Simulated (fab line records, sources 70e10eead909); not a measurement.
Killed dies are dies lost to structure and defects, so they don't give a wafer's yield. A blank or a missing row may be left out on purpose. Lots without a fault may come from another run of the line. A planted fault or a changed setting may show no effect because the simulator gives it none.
Chamber matching | flow nand_harc | NHARC_P_M2_DESCUM_14 on rie_diel-04: 4 sister chambers
The step chemistry O2, time 3 s. 14 wafers are shown with their chamber, then 7 later ones without.

WAFERS WITH THEIR CHAMBER
wafer  | chamber | showerhead_plenum_p_Torr (Torr) | drypump_motor_current_A (A) | o2_flow_sccm (sccm)
L074.2 | 2       | 1.91                            | 6.5                         | 199.8
L074.5 | 2       | 1.91                            | 6.5                         | 200.4
L074.6 | 3       | 2.06                            | 6.1                         | 198.7
L081.2 | 2       | 1.91                            | 6.5                         | 200.2
L081.3 | 0       | 2.04                            | 6.1                         | 201.2
L081.5 | 1       | 1.87                            | 4.9                         | 199.4
L083.1 | 0       | 2.04                            | 6.1                         | 200.2
L083.2 | 3       | 2.06                            | 6.0                         | 199.3
L083.6 | 0       | 2.04                            | 6.1                         | 200.9
L088.1 | 3       | 2.06                            | 6.0                         | 199.8
L088.5 | 0       | 2.03                            | 6.1                         | 200.9
L088.6 | 1       | 1.87                            | 4.9                         | 200.5
L090.1 | 1       | 1.87                            | 4.9                         | 199.4
L090.3 | 2       | 1.91                            | 6.5                         | 199.3

SIGNATURES (means of the wafers above)
reading                  | chamber 0 | chamber 1 | chamber 2 | chamber 3 | scatter within a chamber
showerhead_plenum_p_Torr | 2.0375    | 1.8700    | 1.9100    | 2.0600    | 0.00274
drypump_motor_current_A  | 6.100     | 4.900     | 6.500     | 6.033     | 0.0258
o2_flow_sccm             | 200.800   | 199.767   | 199.925   | 199.267   | 0.516
Rule: a wafer's distance from a chamber is the root of the sum, over the readings, of the square of ((its reading less the chamber's mean) divided by the reading's scatter). The wafer belongs to the nearest chamber; if the next one is less than 2 further off, it can't be placed. The scatter: the root of (the sum of the squares of (reading less its chamber's mean) over the shown wafers, divided by (wafers less chambers)).

WAFERS WITHOUT THEIR CHAMBER
wafer  | showerhead_plenum_p_Torr (Torr) | drypump_motor_current_A (A) | o2_flow_sccm (sccm)
L090.6 | 2.04                            | 6.0                         | 200.6
L091.2 | 2.03                            | 6.1                         | 199.7
L091.4 | 1.87                            | 4.9                         | 200.0
L091.6 | 1.91                            | 6.5                         | 199.6
L096.1 | 1.87                            | 4.9                         | 199.6
L096.3 | 2.06                            | 6.1                         | 199.6
L096.5 | 2.06                            | 6.0                         | 199.7

WHICH CHAMBER EACH WENT THROUGH
wafer  | from the rows above | in truth
L090.6 | 0                   | 0
L091.2 | 0                   | 0
L091.4 | 1                   | 1
L091.6 | 2                   | 2
L096.1 | 1                   | 1
L096.3 | 3                   | 3
L096.5 | 3                   | 3
Placed correctly: 7 of 7. Can't be placed from these rows: 0. Placed wrongly: 0.
